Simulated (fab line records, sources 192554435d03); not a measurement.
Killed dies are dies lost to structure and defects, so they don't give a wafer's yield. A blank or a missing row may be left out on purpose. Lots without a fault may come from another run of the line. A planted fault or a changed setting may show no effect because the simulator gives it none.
Chamber matching | flow n5_finfet | N5_BEOL_M7_ILD_DEP_00 on pecvd-03: 3 sister chambers
The step deposits SiCOH lowk from DEMS/porogen, target thk 179.75 nm, time 33.4 s. 6 wafers are shown with their chamber, then 11 later ones without.

WAFERS WITH THEIR CHAMBER
wafer  | chamber | heater_power_w (W) | showerhead_plenum_p_Torr (Torr)
L086.2 | 2       | 296                | 5.734
L086.4 | 2       | 299                | 5.723
L086.6 | 0       | 286                | 5.753
L088.4 | 1       | 215                | 5.729
L088.5 | 0       | 281                | 5.762
L087.2 | 1       | 243                | 5.743

WAFERS WITHOUT THEIR CHAMBER
wafer  | heater_power_w (W) | showerhead_plenum_p_Torr (Torr)
L087.3 | 318                | 5.751
L087.4 | 315                | 5.745
L089.1 | 323                | 5.741
L089.3 | 284                | 5.731
L089.4 | 230                | 5.719
L095.2 | 314                | 5.750
L095.4 | 311                | 5.721
L095.6 | 235                | 5.752
L096.1 | 264                | 5.736
L096.2 | 210                | 5.747
L096.6 | 275                | 5.723

WHICH CHAMBER EACH WENT THROUGH
wafer  | from the rows above          | in truth
L087.3 | can't be placed: 0 or 2      | 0
L087.4 | can't be placed: 2 or 0      | 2
L089.1 | can't be placed: 2 or 0      | 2
L089.3 | 2                            | 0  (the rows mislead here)
L089.4 | 1                            | 1
L095.2 | can't be placed: 0 or 2      | 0
L095.4 | 2                            | 2
L095.6 | 1                            | 1
L096.1 | can't be placed: 1 or 2 or 0 | 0
L096.2 | 1                            | 1
L096.6 | 2                            | 2
Placed correctly: 5 of 11. Can't be placed from these rows: 5 (the true chamber is among the candidates in 5). Placed wrongly: 1.
How it was worked out, from the rows above alone: a wafer's distance from a chamber is the root of the sum, over the readings, of the square of ((its reading less the chamber's mean) divided by the reading's scatter). The wafer belongs to the nearest chamber; if the next one is less than 2 further off, it can't be placed. A chamber's mean is the mean of its shown wafers. The scatter: the root of (the sum of the squares of (reading less its chamber's mean) over the shown wafers, divided by (wafers less chambers)).
